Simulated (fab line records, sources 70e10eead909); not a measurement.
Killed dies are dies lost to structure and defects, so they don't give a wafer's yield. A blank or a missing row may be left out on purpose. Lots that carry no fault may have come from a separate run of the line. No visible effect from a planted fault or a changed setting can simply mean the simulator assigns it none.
fab line records | flow nand-harc
record: lots: 6 | wafers: 18 | last-day: 32
route steps=1302 shown P_M1@288 END@1302
lots with no fault: from the same line, run without faults
start-h: start of the lot's first displayed wafer, in hours after the record's first day | wait-h: how many hours have passed since the lot's step before this one | " same as the row above | L1.1+2: a single row standing in for several wafers | - no value, or no start given | * or withheld: withheld | < > ~ a bound
route shown NAME@n: NAME is a module with steps in the file, n the number in the route of the first one | usual: mean and standard deviation over wafers with no fault | same: alike in all rows | chamber/n: place in a boat | sites: the reading at each site | _std_site: how widely they spread, as a standard deviation | _edge_site: inner sites' mean taken away from outer sites' mean | radius-mm: for every site, how far away it sits from the centre of the wafer | mask NAME#n: copy n | behind: the tool/chamber that last shaped the wafer | hold: reason for holding the lot/hours on hold/outcome of the hold | device: the n, p or np transistor that did not switch | end of line: the same wafers' tests at the end of the route | step lacking rows: just its recipe | killed: dies lost to structure and defects at the first sort, not the wafer's yield | map: a wafer's dies, x killed, . not, _ none there
set.NAME: the setting as run; set.NAME@STEP: as run at that earlier step | model.NAME: the simulator's own value behind a step, which no gauge read
a table for each step, a row for each wafer; lots at some steps of the route
services: the hour from which a tool's chamber was out of use, counted from the record's first day as start-h (under 0 if before that day), plus the number of hours and why
== steps ==
step: NHARC_P_M1_COAT_34
recipe: temp-c: 200 | time-s: 65
step: NHARC_P_M1_COAT_03
recipe: spin-rpm: 1500 | resist-thk-nm: 90
step: NHARC_P_M1_SOFTBAKE_04
recipe: temp-c: 105 | time-s: 55
step: NHARC_P_M1_EBR_05
step: NHARC_P_M1_EXPOSE_06
recipe: na: 1.35 | target-cd-nm: 130 | dose-mj: 81.88 | mask-id: P_M1
step: NHARC_P_M1_PEB_07
recipe: peb-temp-c: 100 | peb-time-s: 65
step: NHARC_P_M1_DEVELOP_08
recipe: develop-time-s: 35 | dev-temp-c: 23
step: NHARC_P_M1_CD_MEAS_09
recipe: target-cd-nm: 130 | landing-energy-ev: 500
usual: cd-nm: 130.5/0.87
same: landing-energy-ev: 500
lot.wafer | tool      | chamber | start-h | wait-h | cd-nm
L141.2    | cd-sem-03 | 0       | 171.17  | -      | 131.0
L141.4    | "         | 0       | "       | "      | 129.6
L141.5    | "         | 0       | "       | "      | 130.0
L143.2    | cd-sem-02 | 0       | 194.50  | -      | 129.1
L143.4    | "         | 0       | "       | "      | 129.9
L143.6    | "         | 0       | "       | "      | 128.5
L148.2    | cd-sem-03 | 0       | 243.55  | -      | 129.0
L148.3    | "         | 0       | "       | "      | 129.5
L148.5    | "         | 0       | "       | "      | 129.8
L149.2    | cd-sem-02 | 0       | 250.29  | -      | 132.4
L149.3    | "         | 0       | "       | "      | 130.8
L149.5    | "         | 0       | "       | "      | 131.5
L156.2    | cd-sem-03 | 0       | 324.49  | -      | 131.6
L156.5    | "         | 0       | "       | "      | 130.9
L156.6    | "         | 0       | "       | "      | 132.9
L158.1    | cd-sem-03 | 0       | 336.96  | -      | 130.2
L158.2    | "         | 0       | "       | "      | 130.7
L158.4    | "         | 0       | "       | "      | 130.3
step: NHARC_P_M1_OVL_MEAS_10
recipe: pitch-nm: 260
usual: overlay-x-nm: -0.2/0.81 | overlay-y-nm: -0.3/0.94
lot.wafer | tool       | chamber | start-h | wait-h | overlay-x-nm | overlay-y-nm
L141.2    | overlay-02 | -       | 171.26  | -      | -0.4         | -1.0
L141.4    | "          | -       | "       | "      | 0.2          | -0.7
L141.5    | "          | -       | "       | "      | -0.6         | -0.5
L143.2    | overlay-02 | -       | 194.59  | -      | 0.5          | 0.8
L143.4    | "          | -       | "       | "      | 0.7          | 1.0
L143.6    | "          | -       | "       | "      | 1.2          | 1.5
L148.2    | overlay-01 | -       | 243.63  | -      | 0.7          | -1.1
L148.3    | "          | -       | "       | "      | -0.4         | -0.7
L148.5    | "          | -       | "       | "      | 0.4          | -0.7
L149.2    | overlay-01 | -       | 250.38  | -      | -0.5         | 0.0
L149.3    | "          | -       | "       | "      | -0.7         | 0.1
L149.5    | "          | -       | "       | "      | -0.5         | 0.3
L156.2    | overlay-02 | -       | 324.58  | -      | 0.8          | -0.1
L156.5    | "          | -       | "       | "      | 1.3          | 0.0
L156.6    | "          | -       | "       | "      | 0.6          | 0.6
L158.1    | overlay-02 | -       | 337.05  | -      | -0.1         | -1.6
L158.2    | "          | -       | "       | "      | 0.2          | -1.9
L158.4    | "          | -       | "       | "      | 0.2          | -1.1
step: NHARC_P_M1_INSPECT_11
usual: raw-defect-count: 4.6/2.3
lot.wafer | tool              | chamber | start-h | wait-h | raw-defect-count
L141.2    | defect-inspect-01 | -       | 171.29  | 0.0    | 2
L141.4    | "                 | -       | "       | "      | 6
L141.5    | "                 | -       | "       | "      | 4
L143.2    | defect-inspect-01 | -       | 194.63  | 0.0    | 6
L143.4    | "                 | -       | "       | "      | 5
L143.6    | "                 | -       | "       | "      | 10
L148.2    | defect-inspect-01 | -       | 243.68  | 0.0    | 4
L148.3    | "                 | -       | "       | "      | 5
L148.5    | "                 | -       | "       | "      | 5
L149.2    | defect-inspect-02 | -       | 250.42  | 0.0    | 3
L149.3    | "                 | -       | "       | "      | 3
L149.5    | "                 | -       | "       | "      | 3
L156.2    | defect-inspect-02 | -       | 324.61  | 0.0    | 4
L156.5    | "                 | -       | "       | "      | 6
L156.6    | "                 | -       | "       | "      | 5
L158.1    | defect-inspect-01 | -       | 337.09  | 0.0    | 2
L158.2    | "                 | -       | "       | "      | 1
L158.4    | "                 | -       | "       | "      | 4
step: NHARC_P_M1_DESCUM_14
recipe: time-s: 3 | o2-flow-sccm: 200 | ar-flow-sccm: 0 | bias-power-w: 0 | chemistry: O2
usual: drypump-motor-current-A: 5.8/0.3 | mfc-ar-sccm: 0.006/0.012 | o2-flow-sccm: 200.0/0.57 | oes-product-au: 1.004/0.016 | rf-vpp-V: 57.6/0.79 | showerhead-plenum-p-Torr: 1.86/0.064 | throttle-valve-pct: 11.313/0.0099
lot.wafer | tool        | chamber | start-h | wait-h | drypump-motor-current-A | mfc-ar-sccm | o2-flow-sccm | oes-product-au | rf-hours-counter-h | rf-vpp-V | showerhead-plenum-p-Torr | throttle-valve-pct
L141.4    | rie-diel-07 | 0       | 171.36  | 0.1    | 5.4                     | 0.011       | 200.9        | 0.996          | 3                  | 57.4     | 1.91                     | 11.322
L141.2    | "           | 2       | "       | "      | 6.2                     | 0.041       | 200.5        | 0.983          | 3                  | 58.3     | 1.82                     | 11.303
L141.5    | "           | 3       | "       | "      | 5.8                     | 0           | 200.6        | 0.973          | -                  | 58.8     | 1.99                     | 11.318
L143.4    | rie-diel-10 | 2       | 194.69  | 0.1    | 5.9                     | 0.010       | 199.6        | 1.029          | 10                 | 57.9     | 1.82                     | 11.291
L143.2    | "           | 3       | "       | "      | 5.4                     | 0           | 200.1        | 1.028          | 9                  | 58.1     | 1.80                     | 11.310
L143.6    | "           | 2       | "       | "      | 5.9                     | 0.010       | 200.9        | 1.034          | -                  | 56.0     | 1.82                     | 11.304
L148.2    | rie-diel-07 | 1       | 243.75  | 0.1    | 6.0                     | 0           | 200.6        | 1.023          | 7                  | 59.0     | 1.96                     | 11.299
L148.3    | "           | 3       | "       | "      | 5.8                     | 0           | 199.2        | 0.986          | 7                  | 57.9     | 1.99                     | 11.316
L148.5    | "           | 1       | "       | "      | 6.0                     | 0           | 200.3        | 1.018          | -                  | 57.7     | 1.96                     | 11.317
L149.2    | rie-diel-07 | 3       | 250.49  | 0.1    | 5.8                     | 0           | 199.4        | 0.980          | 8                  | 58.7     | 1.99                     | 11.305
L149.3    | "           | 0       | "       | "      | 5.4                     | 0.011       | 199.9        | 0.994          | 7                  | 57.1     | 1.91                     | 11.329
L149.5    | "           | 2       | "       | "      | 6.2                     | 0.041       | 201.0        | 0.974          | -                  | 58.1     | 1.82                     | 11.308
L156.2    | rie-diel-07 | 1       | 324.68  | 0.1    | 6.0                     | 0           | 200.3        | 0.998          | 1                  | 58.7     | 1.96                     | 11.309
L156.5    | "           | 0       | "       | "      | 5.4                     | 0.011       | 199.5        | 0.983          | -                  | 56.9     | 1.91                     | 11.325
L156.6    | "           | 1       | "       | "      | 6.0                     | 0           | 199.8        | 0.997          | -                  | 57.0     | 1.96                     | 11.302
L158.4    | rie-diel-07 | 1       | 337.15  | 0.1    | 6.0                     | 0           | 200.6        | 1.004          | 2                  | 59.0     | 1.96                     | 11.303
L158.1    | "           | 2       | "       | "      | 6.2                     | 0.041       | 199.8        | 0.984          | 2                  | 57.4     | 1.82                     | 11.296
L158.2    | "           | 0       | "       | "      | 5.4                     | 0.011       | 200.4        | 0.986          | 2                  | 56.7     | 1.91                     | 11.326
step: NHARC_P_M1_ETCH_35
recipe: target-depth-a: 400 | overetch-a: 120 | time-s: 43.94 | ion-energy-ev: 200 | n2-flow-sccm: 150 | h2-flow-sccm: 150 | ar-flow-sccm: 0 | rf-w: 400 | bias-w: 150 | chemistry: N2/H2
usual: bias-w: 149.9/0.44 | drypump-motor-current-A: 5.9/0.31 | mfc-ar-sccm: 0.006/0.011 | oes-product-au: 1.004/0.015 | rf-vpp-V: 429.1/2.2 | showerhead-plenum-p-Torr: 1.99/0.07 | throttle-valve-pct: 14.171/0.0096
lot.wafer | tool        | chamber | start-h | wait-h | bias-w | drypump-motor-current-A | mfc-ar-sccm | oes-product-au | rf-hours-counter-h | rf-vpp-V | showerhead-plenum-p-Torr | throttle-valve-pct
L141.2    | rie-diel-07 | 0       | 171.44  | 0.1    | 149.5  | 5.4                     | 0.011       | 0.989          | 3                  | 430.5    | 2.04                     | 14.174
L141.4    | "           | 3       | "       | "      | 150.5  | 5.8                     | 0           | 0.981          | 3                  | 435.2    | 2.13                     | 14.165
L141.5    | "           | 0       | "       | "      | 149.7  | 5.4                     | 0.011       | 1.001          | -                  | 432.0    | 2.04                     | 14.167
L143.2    | rie-diel-10 | 0       | 194.78  | 0.1    | 150.6  | 5.8                     | 0.002       | 1.010          | 9                  | 427.4    | 1.97                     | 14.162
L143.4    | "           | 1       | "       | "      | 149.1  | 6.4                     | 0           | 1.023          | 10                 | 427.9    | 1.98                     | 14.189
L143.6    | "           | 3       | "       | "      | 150.5  | 5.4                     | 0           | 1.023          | -                  | 428.4    | 1.92                     | 14.175
L148.2    | rie-diel-07 | 1       | 243.82  | 0.1    | 149.4  | 6.0                     | 0           | 1.017          | 7                  | 431.6    | 2.09                     | 14.177
L148.3    | "           | 0       | "       | "      | 149.8  | 5.4                     | 0.011       | 0.987          | 7                  | 429.3    | 2.04                     | 14.193
L148.5    | "           | 2       | "       | "      | 149.6  | 6.2                     | 0.041       | 0.983          | -                  | 427.6    | 1.94                     | 14.171
L149.3    | rie-diel-07 | 0       | 250.56  | 0.1    | 149.6  | 5.4                     | 0.011       | 0.981          | 7                  | 430.6    | 2.04                     | 14.180
L149.2    | "           | 3       | "       | "      | 149.9  | 5.8                     | 0           | 0.968          | 8                  | 433.3    | 2.12                     | 14.178
L149.5    | "           | 0       | "       | "      | 149.7  | 5.4                     | 0.011       | 0.984          | -                  | 430.1    | 2.04                     | 14.162
L156.2    | rie-diel-07 | 3       | 324.77  | 0.1    | 150.4  | 5.8                     | 0           | 0.992          | 1                  | 432.6    | 2.12                     | 14.190
L156.5    | "           | 0       | "       | "      | 149.9  | 5.4                     | 0.011       | 0.992          | -                  | 430.2    | 2.03                     | 14.166
L156.6    | "           | 1       | "       | "      | 150.9  | 6.0                     | 0           | 0.995          | -                  | 431.5    | 2.09                     | 14.175
L158.1    | rie-diel-07 | 3       | 337.23  | 0.1    | 150.1  | 5.8                     | 0           | 0.995          | 2                  | 433.5    | 2.12                     | 14.175
L158.2    | "           | 0       | "       | "      | 149.6  | 5.4                     | 0.011       | 0.991          | 2                  | 432.4    | 2.03                     | 14.176
L158.4    | "           | 1       | "       | "      | 149.8  | 6.0                     | 0           | 1.001          | 2                  | 431.9    | 2.09                     | 14.166
step: NHARC_P_M1_ETCH_15
recipe: target-depth-a: 1825 | time-s: 91.2 | c4f8-flow-sccm: withheld | ar-flow-sccm: 400 | rf-w: 600 | bias-w: 300 | chemistry: C4F8/Ar
usual: bias-w: 299.9/0.89 | oes-product-au: 0.964/0.023 | rf-vpp-V: 439.3/2.2
lot.wafer | tool        | chamber | start-h | wait-h | bias-w | oes-product-au | rf-hours-counter-h | rf-vpp-V
L141.4    | rie-diel-07 | 1       | 171.53  | -      | 298.5  | 1.005          | 3                  | 442.8
L141.2    | "           | 2       | "       | "      | 301.2  | 0.962          | 3                  | 438.1
L141.5    | "           | 0       | "       | "      | 300.3  | 0.952          | -                  | 440.4
L143.2    | rie-diel-10 | 1       | 194.92  | -      | 299.1  | 0.998          | 10                 | 438.1
L143.4    | "           | 2       | "       | "      | 299.1  | 0.983          | 10                 | 438.8
L143.6    | "           | 2       | "       | "      | 299.0  | 0.971          | -                  | 438.1
L148.3    | rie-diel-07 | 3       | 243.91  | -      | 299.7  | 1.244          | 7                  | 443.4
L148.2    | "           | 1       | "       | "      | 300.0  | 0.987          | 7                  | 442.2
L148.5    | "           | 0       | "       | "      | 300.0  | 0.962          | -                  | 441.2
L149.3    | rie-diel-07 | 3       | 250.66  | -      | 298.5  | 1.196          | 8                  | 442.2
L149.2    | "           | 1       | "       | "      | 300.5  | 0.956          | 7                  | 441.1
L149.5    | "           | 2       | "       | "      | 298.1  | 0.917          | -                  | 436.7
L156.2    | rie-diel-07 | 3       | 324.85  | -      | 300.4  | 0.966          | 1                  | 444.5
L156.5    | "           | 2       | "       | "      | 300.1  | 0.975          | -                  | 438.2
L156.6    | "           | 3       | "       | "      | 299.7  | 0.967          | -                  | 442.7
L158.1    | rie-diel-07 | 2       | 337.32  | -      | 300.8  | 0.943          | 2                  | 438.3
L158.2    | "           | 0       | "       | "      | 299.8  | 0.963          | 2                  | 440.3
L158.4    | "           | 1       | "       | "      | 301.9  | 0.963          | 2                  | 442.4
step: NHARC_P_M1_CD_MEAS_16
usual: cd-nm: 130.5/1.3
lot.wafer | tool      | chamber | start-h | wait-h | cd-nm
L141.2    | cd-sem-03 | -       | 171.66  | -      | 132.1
L141.4    | "         | -       | "       | "      | 131.4
L141.5    | "         | -       | "       | "      | 129.8
L143.2    | cd-sem-03 | -       | 195.05  | -      | 127.7
L143.4    | "         | -       | "       | "      | 130.8
L143.6    | "         | -       | "       | "      | 128.7
L148.2    | cd-sem-01 | -       | 244.05  | -      | 129.7
L148.3    | "         | -       | "       | "      | 129.2
L148.5    | "         | -       | "       | "      | 130.9
L149.2    | cd-sem-03 | -       | 250.78  | -      | 131.6
L149.3    | "         | -       | "       | "      | 132.3
L149.5    | "         | -       | "       | "      | 131.8
L156.2    | cd-sem-02 | -       | 324.98  | -      | 131.8
L156.5    | "         | -       | "       | "      | 131.4
L156.6    | "         | -       | "       | "      | 133.8
L158.1    | cd-sem-03 | -       | 337.45  | -      | 130.6
L158.2    | "         | -       | "       | "      | 131.4
L158.4    | "         | -       | "       | "      | 131.5
step: NHARC_END_SORT_01
recipe: temp-c: 25
usual: defect-limited-yield: 91.3/1.9 | killed-at-array: 54/12 | killed-at-other: 0.7/1.1 | killed-at-periphery: 3.9/2.8 | killed-dies: 59/13 | killed-open: 3.4/2 | killed-short: 2.5/1.7 | sort_bin_2_pct: 3.1/0.91 | sort_bin_3_pct: 0.6/0.34 | sort_bin_4_pct: 5.0/1.1 | sort-n-pass: 618/13 | sort-rim-yield-pct: 88/3.5 | sort-yield-pct: 91.3/1.9
same: gross-dies: 677 | sort_bin_5_pct[%]: 0 | sort_bin_6_pct[%]: 0 | sort_bin_7_pct[%]: 0 | sort_bin_8_pct[%]: 0 | sort-rim-n-gross: 106.00
lot.wafer | tool      | chamber | start-h | wait-h | defect-limited-yield[%] | killed-at-array | killed-at-other | killed-at-periphery | killed-dies | killed-open | killed-short | sort_bin_2_pct[%] | sort_bin_3_pct[%] | sort_bin_4_pct[%] | sort-n-pass | sort-rim-yield-pct[%] | sort-yield-pct[%]
L141.2    | prober-02 | 0       | 592.41  | 2.8    | 89.5                    | 68              | 0               | 3                   | 71          | 1           | 2            | 2.7               | 1.0               | 6.8               | 606         | 91                    | 89.5
L141.4    | prober-02 | 0       | 594.00  | 3.4    | 89.1                    | 65              | 0               | 9                   | 74          | 3           | 3            | 4.3               | 0.6               | 6.1               | 603         | 89                    | 89.1
L141.5    | prober-02 | 0       | 594.79  | 3.7    | 88.8                    | 71              | 0               | 5                   | 76          | 4           | 2            | 4.6               | 0.4               | 6.2               | 601         | 86                    | 88.8
L143.2    | prober-01 | 0       | 623.53  | 2.8    | 88.9                    | 69              | 2               | 4                   | 75          | 1           | 3            | 4.7               | 0.9               | 5.5               | 602         | 86                    | 88.9
L143.4    | prober-01 | 0       | 625.13  | 3.4    | 88.3                    | 75              | 2               | 2                   | 79          | 3           | 3            | 3.8               | 1.3               | 6.5               | 598         | 83                    | 88.3
L143.6    | prober-01 | 0       | 626.73  | 4.0    | 86.9                    | 79              | 3               | 7                   | 89          | 4           | 3            | 3.5               | 1.8               | 7.8               | 588         | 78                    | 86.9
L149.2    | prober-02 | 0       | 681.03  | 2.8    | 94.1                    | 37              | 2               | 1                   | 40          | 7           | 4            | 2.8               | 0.1               | 3.0               | 637         | 92                    | 94.1
L149.3    | prober-02 | 0       | 681.82  | 3.1    | 95.0                    | 28              | 1               | 5                   | 34          | 3           | 2            | 2.2               | 0.4               | 2.4               | 643         | 93                    | 95.0
L149.5    | prober-02 | 0       | 683.40  | 3.7    | 93.8                    | 40              | 0               | 2                   | 42          | 2           | 0            | 1.2               | 0.3               | 4.7               | 635         | 90                    | 93.8
L148.2    | prober-01 | 0       | 681.08  | 2.8    | 90.5                    | 62              | 1               | 1                   | 64          | 5           | 2            | 3.1               | 0.9               | 5.5               | 613         | 91                    | 90.5
L148.3    | prober-01 | 0       | 681.89  | 3.1    | 90.7                    | 60              | 0               | 3                   | 63          | 1           | 0            | 2.7               | 0.6               | 6.1               | 614         | 84                    | 90.7
L148.5    | prober-01 | 0       | 683.50  | 3.7    | 91.4                    | 55              | 0               | 3                   | 58          | 4           | 3            | 3.0               | 0.1               | 5.5               | 619         | 89                    | 91.4
L156.2    | prober-02 | 0       | 765.84  | 2.8    | 90.5                    | 62              | 1               | 1                   | 64          | 4           | 3            | 3.8               | 0.9               | 4.7               | 613         | 89                    | 90.5
L156.5    | prober-02 | 0       | 768.24  | 3.7    | 90.7                    | 59              | 0               | 4                   | 63          | 4           | 3            | 3.1               | 0.9               | 5.3               | 614         | 89                    | 90.7
L156.6    | prober-02 | 0       | 769.04  | 4.0    | 92.2                    | 52              | 0               | 1                   | 53          | 2           | 1            | 2.1               | 1.3               | 4.4               | 624         | 91                    | 92.2
L158.1    | prober-01 | 0       | 769.31  | 2.6    | 93.1                    | 47              | 0               | 0                   | 47          | 4           | 0            | 2.4               | 0.6               | 4.0               | 630         | 90                    | 93.1
L158.2    | prober-01 | 0       | 770.12  | 2.9    | 93.1                    | 46              | 0               | 1                   | 47          | 4           | 3            | 2.1               | 0.9               | 4.0               | 630         | 92                    | 93.1
L158.4    | prober-01 | 0       | 771.74  | 3.5    | 93.5                    | 43              | 0               | 1                   | 44          | 2           | 2            | 2.4               | 0.7               | 3.4               | 633         | 93                    | 93.5
killed by level:class
L141.2 A_SLIT:chamber-film-flake=28 A_CHANNEL_HOLE_D2:chamber-film-flake=25 A_STAIRCASE:chamber-film-flake=4 A_CONTACT:chamber-film-flake=3 P_M2:chamber-film-flake=2 A_CHANNEL_FILL_D2:chamber-film-flake=2 A_M1:chamber-film-flake=2 A_SGD_CUT:geometric-particle:short=1
L141.4 A_CHANNEL_HOLE_D2:chamber-film-flake=24 A_SLIT:chamber-film-flake=20 A_CONTACT:chamber-film-flake=8 A_CHANNEL_HOLE_D1:chamber-film-flake=6 P_M2:chamber-film-flake=3 A_STAIRCASE:chamber-film-flake=3 P_STI:chamber-film-flake=2 P_STI:geometric-particle:open=1
L141.5 A_CHANNEL_HOLE_D2:chamber-film-flake=29 A_SLIT:chamber-film-flake=15 A_CONTACT:chamber-film-flake=7 P_M2:chamber-film-flake=4 A_STAIRCASE:chamber-film-flake=4 A_M0:geometric-particle:open=3 A_CHANNEL_HOLE_D1:chamber-film-flake=3 A_DECK1_JOINT:chamber-film-flake=3
L143.2 A_CHANNEL_HOLE_D2:chamber-film-flake=26 A_CHANNEL_HOLE_D1:chamber-film-flake=21 A_STAIRCASE:chamber-film-flake=7 A_CONTACT:chamber-film-flake=5 P_GATE:chamber-film-flake=2 A_SLIT:chamber-film-flake=2 THIN_TSV:chamber-film-flake=2 A_CHANNEL_HOLE_D1:geometric-particle:short=1
L143.4 A_CHANNEL_HOLE_D1:chamber-film-flake=25 A_CHANNEL_HOLE_D2:chamber-film-flake=22 A_CONTACT:chamber-film-flake=8 A_STAIRCASE:chamber-film-flake=5 A_BONDPAD:chamber-film-flake=5 A_CHANNEL_FILL_D2:geometric-particle:short=2 P_M0:chamber-film-flake=2 A_SLIT:chamber-film-flake=2
L143.6 A_CHANNEL_HOLE_D1:chamber-film-flake=29 A_CHANNEL_HOLE_D2:chamber-film-flake=23 A_CONTACT:chamber-film-flake=10 A_M1:chamber-film-flake=5 P_M0:chamber-film-flake=3 A_STAIRCASE:chamber-film-flake=3 P_M0:geometric-particle:open=2 A_CHANNEL_FILL_D2:chamber-film-flake=2
L149.2 A_CHANNEL_HOLE_D2:chamber-film-flake=15 A_CHANNEL_HOLE_D1:chamber-film-flake=4 A_STAIRCASE:chamber-film-flake=3 A_SOURCE_PLATE:geometric-particle:short=2 A_CHANNEL_FILL_D2:geometric-particle:open=2 A_SLIT:chamber-film-flake=2 A_CONTACT:chamber-film-flake=2 THIN_TSV:chamber-film-flake=2
L148.2 A_CHANNEL_HOLE_D1:chamber-film-flake=25 A_SLIT:chamber-film-flake=22 A_STAIRCASE:chamber-film-flake=3 A_WL_FILL:chamber-film-flake=3 A_SOURCE_PLATE:geometric-particle:open=1 A_CHANNEL_HOLE_D1:geometric-particle:short=1 A_CHANNEL_HOLE_D2:geometric-particle:open=1 A_CHANNEL_HOLE_D2:geometric-particle:short=1
L149.3 A_CHANNEL_HOLE_D2:chamber-film-flake=12 A_CHANNEL_HOLE_D1:chamber-film-flake=6 P_CONTACT:chamber-film-flake=3 A_WL_FILL:chamber-film-flake=3 P_CONTACT:geometric-particle:open=2 A_CHANNEL_FILL_D2:geometric-particle:short=2 A_M0:geometric-particle:open=1 A_ZERO_WELL:chamber-film-flake=1
L148.3 A_CHANNEL_HOLE_D1:chamber-film-flake=28 A_SLIT:chamber-film-flake=23 A_STAIRCASE:chamber-film-flake=4 P_CONTACT:chamber-film-flake=2 A_ZERO_WELL:chamber-film-flake=2 A_CONTACT:chamber-film-flake=2 P_M1:geometric-particle:open=1 A_WL_FILL:chamber-film-flake=1
L149.5 A_CHANNEL_HOLE_D2:chamber-film-flake=18 A_CHANNEL_HOLE_D1:chamber-film-flake=10 A_SLIT:chamber-film-flake=7 P_CONTACT:chamber-film-flake=2 A_DECK1_JOINT:geometric-particle:open=1 A_STAIRCASE:chamber-film-flake=1 A_M1:geometric-particle:open=1 A_CHANNEL_FILL_D1:chamber-film-flake=1
L148.5 A_CHANNEL_HOLE_D1:chamber-film-flake=22 A_SLIT:chamber-film-flake=21 A_STAIRCASE:chamber-film-flake=3 A_DECK1_JOINT:geometric-particle:open=2 A_CONTACT:chamber-film-flake=2 P_M0:geometric-particle:open=1 A_SOURCE_PLATE:geometric-particle:short=1 A_ONON_D1:geometric-particle:short=1
L156.2 A_CHANNEL_HOLE_D2:chamber-film-flake=23 A_SLIT:chamber-film-flake=17 A_CHANNEL_HOLE_D1:chamber-film-flake=8 A_STAIRCASE:chamber-film-flake=5 A_CHANNEL_FILL_D2:geometric-particle:open=2 A_CHANNEL_FILL_D1:geometric-particle:open=1 A_DECK1_JOINT:geometric-particle:short=1 A_CONTACT:geometric-particle:short=1
L156.5 A_SLIT:chamber-film-flake=21 A_CHANNEL_HOLE_D2:chamber-film-flake=19 A_STAIRCASE:chamber-film-flake=5 P_GATE:chamber-film-flake=4 A_CHANNEL_HOLE_D1:chamber-film-flake=4 A_CHANNEL_FILL_D2:chamber-film-flake=3 A_SOURCE_PLATE:geometric-particle:short=1 A_CHANNEL_FILL_D1:geometric-particle:short=1
L156.6 A_CHANNEL_HOLE_D2:chamber-film-flake=15 A_SLIT:chamber-film-flake=13 A_CHANNEL_HOLE_D1:chamber-film-flake=9 A_STAIRCASE:chamber-film-flake=6 A_CHANNEL_FILL_D2:chamber-film-flake=5 A_CONTACT:geometric-particle:open=2 A_CONTACT:chamber-film-flake=2 P_CONTACT:geometric-particle:short=1
L158.1 A_CHANNEL_HOLE_D2:chamber-film-flake=24 A_SLIT:chamber-film-flake=7 A_CONTACT:chamber-film-flake=7 A_CHANNEL_FILL_D1:geometric-particle:open=2 A_STAIRCASE:chamber-film-flake=2 A_ONON_D1:geometric-particle:open=1 A_M0:geometric-particle:open=1 A_CHANNEL_HOLE_D1:chamber-film-flake=1
L158.2 A_CHANNEL_HOLE_D2:chamber-film-flake=22 A_SLIT:chamber-film-flake=10 A_WL_FILL:geometric-particle:open=4 A_CONTACT:chamber-film-flake=3 A_DECK1_JOINT:chamber-film-flake=2 A_BONDPAD:chamber-film-flake=2 P_M0:geometric-particle:short=1 A_CHANNEL_FILL_D1:geometric-particle:short=1
L158.4 A_CHANNEL_HOLE_D2:chamber-film-flake=24 A_SLIT:chamber-film-flake=9 A_CONTACT:chamber-film-flake=5 A_SOURCE_PLATE:geometric-particle:open=1 A_ONON_D1:geometric-particle:short=1 A_ONON_D2:geometric-particle:short=1 A_SGD_CUT:geometric-particle:open=1 P_GATE:chamber-film-flake=1
== services ==
tool        | chamber | start-h | hours | kind
rie-diel-07 | 0       | 150.70  | -     | clean
rie-diel-07 | 1       | 150.70  | -     | clean
rie-diel-07 | 2       | 150.70  | -     | clean
rie-diel-07 | 3       | 150.70  | -     | clean
rie-diel-07 | 0       | 175.20  | -     | clean
rie-diel-07 | 1       | 175.20  | -     | clean
rie-diel-07 | 2       | 175.20  | -     | clean
rie-diel-07 | 3       | 175.20  | -     | clean
rie-diel-07 | 2       | 193.80  | 30.6  | repair
rie-diel-07 | 0       | 199.70  | -     | clean
rie-diel-07 | 1       | 199.70  | -     | clean
rie-diel-07 | 3       | 199.70  | -     | clean
rie-diel-10 | 1       | 210.27  | 10.1  | repair
rie-diel-07 | 1       | 223.24  | 3.7   | repair
rie-diel-07 | 0       | 224.20  | -     | clean
rie-diel-07 | 3       | 224.20  | -     | clean
rie-diel-10 | -       | 242.50  | 9.0   | pm
rie-diel-07 | 0       | 248.70  | -     | clean
rie-diel-10 | 3       | 264.24  | 5.9   | repair
rie-diel-07 | 0       | 271.91  | 10.5  | repair
rie-diel-10 | 0       | 275.42  | 4.9   | repair
rie-diel-07 | 0       | 286.71  | 9.7   | repair
rie-diel-10 | -       | 292.27  | 0.9   | repair
rie-diel-07 | -       | 294.20  | 9.0   | pm
== key ==
first-sign: step: NHARC_P_M1_ETCH_15 | reading: oes-product-au | direction: up | sigmas: 11 | usual: 0.964 | struck: 1.220
effect none on later readings
met-at NHARC_P_M1_ETCH_15
struck-wafers L148.3,L149.3
onset-between 171.53 243.91
fault: kind: process-parameter-drift | tool: rie-diel-07 | chamber: - | onset-h: 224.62 | steps: NHARC_P_M1_ETCH_15 | channel: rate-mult | offset: 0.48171 | shape: step | end-h: 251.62 | scope: struck-wafers-only
